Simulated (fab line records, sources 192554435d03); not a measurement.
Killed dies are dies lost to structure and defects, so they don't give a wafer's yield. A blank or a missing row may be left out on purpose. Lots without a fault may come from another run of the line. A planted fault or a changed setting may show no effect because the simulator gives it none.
Chamber matching | flow n5_finfet | N5_BEOL_M9_ETCH_65 on rie_diel-04: 4 sister chambers
The step etches SiARC in CF4, target depth 15.6 nm, time 26 s. 22 wafers are shown with their chamber, then 11 later ones without.

WAFERS WITH THEIR CHAMBER
wafer  | chamber | drypump_motor_current_A (A) | etch_rf_on_time_s (s) | showerhead_plenum_p_Torr (Torr)
L075.1 | 1       | 6.3                         | 25.6                  | 2.03
L075.2 | 0       | 5.8                         | 25.5                  | 2.10
L075.6 | 3       | 5.6                         | 25.4                  | 2.09
L078.2 | 3       | 5.7                         | 25.2                  | 2.09
L078.3 | 2       | 5.2                         | 27.1                  | 2.21
L078.6 | 0       | 5.8                         | 25.6                  | 2.10
L081.1 | 0       | 5.8                         | 25.9                  | 2.09
L081.2 | 2       | 5.3                         | 27.2                  | 2.21
L081.6 | 0       | 5.8                         | 25.8                  | 2.09
L083.2 | 2       | 5.2                         | 26.8                  | 2.21
L083.3 | 1       | 6.3                         | 25.3                  | 2.28
L083.6 | 0       | 5.8                         | 25.8                  | 2.09
L085.1 | 0       | 5.8                         | 25.6                  | 2.09
L085.4 | 2       | 5.2                         | 27.2                  | 2.20
L085.6 | 3       | 5.6                         | 25.2                  | 2.09
L086.2 | 3       | 5.6                         | 25.2                  | 2.09
L086.4 | 2       | 5.3                         | 26.9                  | 2.20
L086.5 | 1       | 6.3                         | 25.3                  | 2.28
L089.2 | 0       | 5.8                         | 25.4                  | 2.09
L089.3 | 3       | 5.6                         | 25.2                  | 2.09
L089.5 | 2       | 5.2                         | 27.3                  | 2.20
L090.2 | 3       | 5.6                         | 25.0                  | 2.09

SIGNATURES (means of the wafers above)
reading                  | chamber 0 | chamber 1 | chamber 2 | chamber 3 | scatter within a chamber
drypump_motor_current_A  | 5.800     | 6.300     | 5.233     | 5.617     | 0.0347
etch_rf_on_time_s        | 25.657    | 25.400    | 27.083    | 25.200    | 0.171
showerhead_plenum_p_Torr | 2.0929    | 2.1967    | 2.2050    | 2.0900    | 0.0483
Rule: a wafer's distance from a chamber is the root of the sum, over the readings, of the square of ((its reading less the chamber's mean) divided by the reading's scatter). The wafer belongs to the nearest chamber; if the next one is less than 2 further off, it can't be placed. The scatter: the root of (the sum of the squares of (reading less its chamber's mean) over the shown wafers, divided by (wafers less chambers)).

WAFERS WITHOUT THEIR CHAMBER
wafer  | drypump_motor_current_A (A) | etch_rf_on_time_s (s) | showerhead_plenum_p_Torr (Torr)
L090.4 | 5.3                         | 27.0                  | 2.20
L090.6 | 5.3                         | 27.0                  | 2.20
L091.2 | 5.8                         | 25.7                  | 2.09
L091.5 | 5.2                         | 26.8                  | 2.20
L091.6 | 6.2                         | 25.0                  | 2.27
L088.2 | 6.3                         | 24.9                  | 2.27
L088.3 | 5.8                         | 25.8                  | 2.09
L088.6 | 5.8                         | 25.9                  | 2.09
L097.1 | 5.7                         | 25.0                  | 2.08
L097.5 | 5.8                         | 25.9                  | 2.08
L097.6 | 6.3                         | 24.9                  | 2.27

WHICH CHAMBER EACH WENT THROUGH
wafer  | from the rows above | in truth
L090.4 | 2                   | 2
L090.6 | 2                   | 2
L091.2 | 0                   | 0
L091.5 | 2                   | 2
L091.6 | 1                   | 1
L088.2 | 1                   | 1
L088.3 | 0                   | 0
L088.6 | 0                   | 0
L097.1 | 3                   | 3
L097.5 | 0                   | 0
L097.6 | 1                   | 1
Placed correctly: 11 of 11. Can't be placed from these rows: 0. Placed wrongly: 0.
